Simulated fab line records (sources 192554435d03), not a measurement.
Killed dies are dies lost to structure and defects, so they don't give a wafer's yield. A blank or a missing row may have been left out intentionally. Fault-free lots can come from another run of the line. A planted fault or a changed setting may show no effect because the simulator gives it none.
fab line records -- flow n5Finfet -- part 2 of 2: steps 6 to 6 of 6
[record] lots = 24, wafers = 72, lastDay = 19
route steps=1938 shown BEOL_M6@1227 BEOL_M7@1267
lots with no fault: from the same line, run without faults
startH: the number of hours between the record's first day and the start of the first shown wafer of the lot -- waitH: hours since the lot's step before -- " as in the row above -- L1.1+2: one row covering several wafers at once -- - either no value or no given start -- * or withheld: withheld -- < > ~ a bound
route shown NAME@n: NAME is a module with steps in the file, n the number in the route of the first one -- usual: mean/standard deviation taken from wafers without a fault -- same: alike in all rows -- chamber/n: place in a boat -- sites: the reading at each site -- _std_site: the standard deviation of these -- _edge_site: the outer-site mean with the inner-site mean subtracted -- radiusMm: for every site, how far away it sits from the centre of the wafer -- mask NAME#n: copy n -- behind: tool/chamber where the wafer was last shaped -- hold: cause of the lot's hold/its duration in hours/its outcome -- device: transistor that didn't switch, given as n, p or np -- end of line: tests run on the same wafers once the route is complete -- a step given without rows: its recipe and nothing more -- killed: dies lost to structure and defects at the first sort, not the wafer's yield -- map: dies across one wafer; x = killed, . = not, _ = none there
set.NAME: the setting the step ran with; set.NAME@STEP: the setting that earlier step ran with -- model.NAME: the simulator's own value behind a step, which no gauge read
steps of the route over a sample of lots; a table a step, a row a wafer
services: the hour from which a tool's chamber was out of use, counted from the record's first day as startH (under 0 if before that day), plus the number of hours and why
[[steps]]
[step N5_BEOL_M7_ETCH_65]
[recipe] chemistry = CF4, target = SiARC, targetDepthA = 156, maskMaterial = CAR-EUV, timeS = 26, ionEnergyEv = 80, pressureMtorr = 40, sourceW = 545, biasW = 36, Ar_flow_sccm = 100, cf4FlowSccm = 100, ends = cleared
[usual] cf4FlowSccm = 100.0/0.32, chamberPressureMTorr = 40.00/0.036, drypumpMotorCurrentA = 5.9/0.52, etchRfOnTimeS = 25.8/0.52, oesProductAu = 0.68/0.069, rfFwdPowerW = 532.6/2.7, rfVppV = 184.2/1.1, showerheadPlenumPTorr = 2.15/0.06, throttleValvePct = 15.52/0.28
lot.wafer,tool,chamber,startH,waitH,cf4FlowSccm,chamberPressureMTorr,drypumpMotorCurrentA,etchRfOnTimeS,oesProductAu,rfFwdPowerW,rfHoursCounterH,rfVppV,showerheadPlenumPTorr,throttleValvePct
L074.2,rieDiel-03,1,203.42,0.0,99.4,40.01,6.0,26.1,0.62,532.1,176,185.3,2.22,16.07
L074.3,rieDiel-03,3,203.42,0.0,100.3,40.00,6.6,25.1,0.78,533.0,27,184.1,2.18,15.29
L074.6,rieDiel-03,1,203.42,0.0,99.3,40.05,6.0,26.0,0.62,530.5,-,185.6,2.22,16.07
L076.2,rieDiel-03,3,205.72,0.0,100.5,39.99,6.6,25.1,0.77,528.9,28,184.8,2.18,15.29
L076.5,rieDiel-03,2,205.72,0.0,100.3,39.97,5.8,25.6,0.63,539.0,-,184.6,2.15,15.51
L076.6,rieDiel-03,1,205.72,0.0,100.2,39.98,6.0,25.9,0.62,529.1,-,184.5,2.22,16.07
L075.1,rieDiel-03,2,213.81,0.0,99.6,39.90,5.8,25.6,0.63,539.1,151,183.9,2.15,15.51
L075.2,rieDiel-03,1,213.81,0.0,100.2,40.00,6.0,25.7,0.63,532.4,179,185.7,2.22,16.06
L075.5,rieDiel-03,1,213.81,0.0,100.4,40.00,6.0,25.8,0.63,533.5,-,184.9,2.22,16.06
L077.1,rieDiel-02,1,226.44,0.0,99.2,39.98,5.2,26.4,0.59,528.4,231,182.4,2.04,15.99
L077.5,rieDiel-02,2,226.44,0.0,100.1,40.00,6.4,26.3,0.79,534.2,-,183.0,2.10,15.57
L077.6,rieDiel-02,1,226.44,0.0,99.5,40.02,5.2,26.6,0.59,528.6,-,182.1,2.04,15.98
L078.1,rieDiel-03,2,228.75,0.0,100.1,40.03,5.8,25.6,0.63,537.5,156,184.5,2.14,15.52
L078.3,rieDiel-03,3,228.75,0.0,100.1,39.97,6.6,24.6,0.77,532.5,35,183.8,2.18,15.30
L078.6,rieDiel-03,0,228.75,0.0,99.7,40.07,4.9,25.9,0.66,532.8,-,184.2,2.14,15.37
L079.3,rieDiel-03,0,235.95,0.0,100.0,40.01,4.9,26.0,0.66,536.4,156,181.3,2.14,15.38
L079.4,rieDiel-03,1,235.95,0.0,100.6,40.05,6.0,26.2,0.61,530.1,188,184.9,2.21,16.09
L079.6,rieDiel-03,3,235.95,0.0,100.1,39.99,6.7,24.9,0.76,529.5,-,185.1,2.18,15.34
L080.3,rieDiel-02,3,242.34,0.0,99.8,40.02,6.2,26.7,0.57,532.4,232,183.6,2.04,15.77
L080.4,rieDiel-02,2,242.34,0.0,100.7,39.96,6.4,25.9,0.79,533.0,14,183.4,2.10,15.58
L080.5,rieDiel-02,0,242.34,0.0,99.3,39.99,5.6,25.3,0.77,530.8,-,183.4,2.09,15.33
L081.2,rieDiel-03,1,243.65,0.0,99.6,40.05,6.0,26.0,0.61,532.8,191,185.7,2.21,16.07
L081.4,rieDiel-03,0,243.65,0.0,100.5,40.03,4.9,26.0,0.65,534.3,159,183.4,2.14,15.39
L081.5,rieDiel-03,1,243.65,0.0,99.9,40.00,6.0,26.1,0.61,532.0,-,185.4,2.21,16.10
L082.1,rieDiel-02,1,244.23,0.0,100.0,40.01,5.2,26.3,0.59,532.6,232,182.2,2.04,15.98
L082.2,rieDiel-02,3,244.23,0.0,100.0,40.00,6.2,26.5,0.58,532.4,233,182.0,2.04,15.79
L082.5,rieDiel-02,2,244.23,0.0,100.0,39.93,6.4,25.5,0.81,529.7,-,183.9,2.10,15.59
L083.3,rieDiel-01,1,255.88,0.0,99.8,39.99,5.8,25.0,0.74,530.5,60,185.7,2.26,15.09
L083.5,rieDiel-01,1,255.88,0.0,100.1,40.06,5.8,25.0,0.75,530.8,-,187.3,2.26,15.11
L083.6,rieDiel-01,2,255.88,0.0,100.3,40.02,5.7,26.1,0.70,529.4,-,185.3,2.17,15.50
L085.3,rieDiel-03,3,258.74,0.0,100.4,40.00,6.6,24.7,0.75,530.1,47,184.9,2.18,15.33
L085.4,rieDiel-03,1,258.74,0.0,99.7,40.02,6.1,26.2,0.60,530.8,197,185.5,2.21,16.10
L085.5,rieDiel-03,2,258.74,0.0,99.9,40.02,5.8,26.0,0.61,538.4,-,184.1,2.14,15.54
L084.2,rieDiel-03,2,260.59,0.0,100.4,40.03,5.8,26.1,0.61,537.2,169,183.1,2.14,15.54
L084.4,rieDiel-03,3,260.59,0.0,100.0,40.02,6.7,24.7,0.75,530.6,48,184.7,2.18,15.33
L084.6,rieDiel-03,0,260.59,0.0,99.8,40.00,4.9,26.0,0.65,533.9,-,184.7,2.14,15.41
L087.1,rieDiel-01,2,281.11,0.0,100.4,40.02,5.7,26.2,0.69,533.3,72,184.5,2.17,15.49
L087.2,rieDiel-01,1,281.11,0.0,100.1,40.04,5.7,25.1,0.74,530.0,66,185.2,2.25,15.12
L087.3,rieDiel-01,3,281.11,0.0,100.2,40.01,5.4,25.5,0.77,533.0,26,184.7,2.11,15.22
L089.1,rieDiel-02,3,293.11,0.0,99.9,39.94,6.2,26.6,0.56,533.4,248,182.6,2.03,15.82
L089.2,rieDiel-02,1,293.11,0.0,100.3,40.01,5.2,26.0,0.58,531.1,244,183.3,2.03,15.99
L089.3,rieDiel-02,0,293.11,0.0,99.9,40.00,5.6,25.1,0.76,531.9,44,183.4,2.08,15.38
L086.3,rieDiel-01,3,296.87,0.0,99.9,39.96,5.4,25.5,0.76,532.7,31,184.1,2.11,15.23
L086.4,rieDiel-01,0,296.87,0.0,100.1,40.03,6.5,26.1,0.66,529.4,-,185.0,2.14,15.46
L086.6,rieDiel-01,3,296.87,0.0,99.7,40.02,5.4,25.7,0.75,531.0,-,184.7,2.11,15.23
L088.1,rieDiel-03,2,299.98,0.0,99.8,39.97,5.8,25.8,0.61,538.2,180,183.9,2.14,15.57
L088.4,rieDiel-03,0,299.98,0.0,100.4,40.01,4.9,25.7,0.65,534.0,175,183.3,2.14,15.42
L088.6,rieDiel-03,3,299.98,0.0,100.0,40.01,6.6,25.0,0.73,531.7,-,184.2,2.17,15.36
L090.3,rieDiel-01,0,306.71,0.0,100.1,40.00,6.4,25.7,0.67,530.0,143,183.1,2.14,15.46
L090.4,rieDiel-01,1,306.71,0.0,100.0,40.06,5.8,24.6,0.74,532.8,74,185.3,2.25,15.11
L090.6,rieDiel-01,1,306.71,0.0,100.4,40.00,5.8,25.0,0.73,530.5,-,185.5,2.25,15.14
L091.2,rieDiel-02,3,331.28,0.0,100.4,40.00,6.2,25.7,0.81,528.4,4,184.4,2.29,15.32
L091.4,rieDiel-02,2,331.28,0.0,99.4,39.95,6.4,26.0,0.74,534.7,-,183.5,2.09,15.65
L091.6,rieDiel-02,3,331.28,0.0,100.8,40.04,6.2,25.9,0.82,529.6,-,185.6,2.29,15.32
L093.1,rieDiel-03,3,333.61,0.0,99.7,39.97,6.6,25.2,0.72,530.8,69,184.9,2.17,15.37
L093.5,rieDiel-03,1,333.61,0.0,100.3,40.07,6.0,26.3,0.59,531.0,-,184.9,2.20,16.15
L093.6,rieDiel-03,0,333.61,0.0,99.8,40.01,4.9,26.1,0.64,532.3,-,184.4,2.13,15.45
L094.2,rieDiel-01,3,339.32,0.0,99.9,39.98,5.4,25.8,0.74,534.1,46,183.8,2.10,15.26
L094.3,rieDiel-01,1,339.32,0.0,100.0,39.98,5.7,25.3,0.71,532.2,84,186.2,2.25,15.15
L094.6,rieDiel-01,3,339.32,0.0,99.9,40.01,5.4,25.8,0.73,531.7,-,182.8,2.10,15.25
L092.4,rieDiel-02,0,339.50,0.0,100.2,40.09,5.6,25.2,0.73,533.5,-,183.7,2.08,15.40
L092.5,rieDiel-02,2,339.50,0.0,99.7,39.97,6.4,26.0,0.74,533.6,-,183.9,2.09,15.67
L092.6,rieDiel-02,3,339.50,0.0,100.4,40.06,6.2,25.8,0.80,531.8,-,184.6,2.28,15.32
L095.2,rieDiel-01,3,360.04,0.0,100.2,39.96,5.4,25.5,0.73,535.1,52,183.9,2.10,15.26
L095.3,rieDiel-01,1,360.04,0.0,100.4,40.02,5.8,24.9,0.71,536.1,89,183.9,2.25,15.15
L095.4,rieDiel-01,0,360.04,0.0,99.7,39.99,6.4,26.0,0.65,531.8,159,184.7,2.14,15.50
L096.1,rieDiel-03,3,360.12,0.0,100.0,39.98,6.6,24.9,0.71,533.2,77,184.4,2.17,15.41
L096.3,rieDiel-03,2,360.12,0.0,100.4,39.99,5.8,26.1,0.60,539.3,198,184.6,2.13,15.60
L096.5,rieDiel-03,3,360.12,0.0,99.5,39.92,6.6,24.9,0.72,530.8,-,184.0,2.17,15.40
L097.1,rieDiel-01,0,362.63,0.0,100.5,39.99,6.5,26.5,0.65,533.4,160,183.6,2.14,15.49
L097.2,rieDiel-01,1,362.63,0.0,100.1,39.99,5.8,25.1,0.72,532.3,90,186.0,2.25,15.15
L097.3,rieDiel-01,2,362.63,0.0,100.0,39.95,5.7,26.5,0.67,529.4,89,184.4,2.16,15.53
[[services]]
tool,chamber,startH,hours,kind
rieDiel-03,2,170.50,10.6,repair
rieDiel-02,-,186.52,0.8,repair
rieDiel-05,2,186.93,18.4,repair
pvdSputter-02,-,189.66,6.6,repair
rieDiel-06,1,194.90,14.0,repair
aldMetal-01,-,205.13,8.7,pm
rieDiel-06,2,211.29,-,clean
rieDiel-01,3,216.72,5.4,repair
rieDiel-04,2,221.50,5.6,repair
rieDiel-02,-,226.79,14.6,pm
rieDiel-04,2,227.60,7.5,repair
aldMetal-01,3,234.58,3.0,repair
rieDiel-04,-,246.59,4.3,pm
aldMetal-03,3,246.81,7.2,repair
rieDiel-04,3,270.27,1.4,repair
rieDiel-02,0,275.91,6.9,repair
rieDiel-05,1,276.52,6.8,repair
rieDiel-01,2,285.53,14.8,repair
aldMetal-04,-,285.66,8.7,pm
pvdSputter-03,-,294.50,0.8,repair
rieDiel-05,2,314.84,9.9,repair
aldMetal-03,-,318.79,1.7,repair
aldMetal-01,-,337.25,14.0,pm
rieDiel-04,-,349.59,0.2,repair
